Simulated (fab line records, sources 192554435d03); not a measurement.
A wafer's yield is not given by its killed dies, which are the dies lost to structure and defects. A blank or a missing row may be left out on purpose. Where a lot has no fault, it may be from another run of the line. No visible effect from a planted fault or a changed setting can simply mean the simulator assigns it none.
Matching of chambers / flow n5-finfet / 4 sister chambers for N5_BEOL_M11_STRIP_19 on rie-diel-03
The step strips in O2. 4 wafers are shown with their chamber, then 7 later ones without.

## WAFERS WITH THEIR CHAMBER
wafer=L079.4; chamber=3; drypump-motor-current-A (A)=4.9
wafer=L088.2; chamber=0; drypump-motor-current-A (A)=6.0
wafer=L089.1; chamber=1; drypump-motor-current-A (A)=6.4
wafer=L089.2; chamber=2; drypump-motor-current-A (A)=5.4

## WAFERS MISSING THEIR CHAMBER
wafer=L089.6; drypump-motor-current-A (A)=4.9
wafer=L097.1; drypump-motor-current-A (A)=5.4
wafer=L097.4; drypump-motor-current-A (A)=6.5
wafer=L097.6; drypump-motor-current-A (A)=6.0
wafer=L095.2; drypump-motor-current-A (A)=5.4
wafer=L095.4; drypump-motor-current-A (A)=6.5
wafer=L095.5; drypump-motor-current-A (A)=4.9

## WHICH CHAMBER EACH WENT THROUGH
wafer=L089.6; from the rows above=3; in truth=3
wafer=L097.1; from the rows above=2; in truth=2
wafer=L097.4; from the rows above=1; in truth=1
wafer=L097.6; from the rows above=0; in truth=0
wafer=L095.2; from the rows above=2; in truth=2
wafer=L095.4; from the rows above=1; in truth=1
wafer=L095.5; from the rows above=3; in truth=3
Placed correctly: 7 of 7. From these rows, 0 cannot be placed. Placed wrongly: 0.
How it was worked out, from the rows above alone: a wafer's distance from a chamber is the root of the sum, over the readings, of the square of ((its reading less the chamber's mean) divided by the reading's scatter). If the next closest chamber is less than 2 further off than the closest, the wafer can't be placed; otherwise it belongs to the closest. Each chamber's mean is taken over the wafers shown for it. The scatter: root of mean squared gap, hidden wafer to nearest shown wafer, with one shown wafer a chamber.
